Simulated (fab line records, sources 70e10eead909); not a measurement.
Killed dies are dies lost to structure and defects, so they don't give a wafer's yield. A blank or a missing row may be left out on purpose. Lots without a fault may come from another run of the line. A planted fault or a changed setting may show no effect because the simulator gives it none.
Chamber matching | flow nand_harc | NHARC_A_M1_STRIP_18 on rie_diel-12: 4 sister chambers
The step strips in N2/H2. 7 wafers are shown with their chamber, then 7 later ones without.

WAFERS WITH THEIR CHAMBER
wafer  | chamber | rf_vpp_V (V) | oes_product_au (a.u.)
L597.3 | 3       | 91.5         | 1.021
L597.5 | 3       | 90.4         | 1.008
L606.2 | 1       | 89.0         | 1.011
L606.5 | 2       | 89.9         | 1.011
L606.6 | 1       | 90.8         | 1.013
L604.1 | 2       | 91.4         | 0.996
L604.2 | 0       | 92.6         | 1.017

WAFERS WITHOUT THEIR CHAMBER
wafer  | rf_vpp_V (V) | oes_product_au (a.u.)
L604.6 | 92.4         | 1.018
L613.1 | 90.7         | 1.000
L613.3 | 89.4         | 0.999
L613.4 | 91.0         | 0.998
L611.1 | 89.9         | 1.001
L611.4 | 89.3         | 1.004
L611.5 | 92.7         | 1.009

WHICH CHAMBER EACH WENT THROUGH
wafer  | from the rows above               | in truth
L604.6 | can't be placed: 0 or 3           | 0
L613.1 | can't be placed: 2 or 1 or 3      | 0
L613.3 | can't be placed: 2 or 1 or 3      | 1
L613.4 | can't be placed: 2 or 1 or 3      | 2
L611.1 | can't be placed: 2 or 1 or 3      | 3
L611.4 | can't be placed: 1 or 2 or 3      | 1
L611.5 | can't be placed: 0 or 3 or 2 or 1 | 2
Placed correctly: 0 of 7. Can't be placed from these rows: 7 (the true chamber is among the candidates in 6). Placed wrongly: 0.
How it was worked out, from the rows above alone: a wafer's distance from a chamber is the root of the sum, over the readings, of the square of ((its reading less the chamber's mean) divided by the reading's scatter). The wafer belongs to the nearest chamber; if the next one is less than 2 further off, it can't be placed. A chamber's mean is the mean of its shown wafers. The scatter: the root of (the sum of the squares of (reading less its chamber's mean) over the shown wafers, divided by (wafers less chambers)).
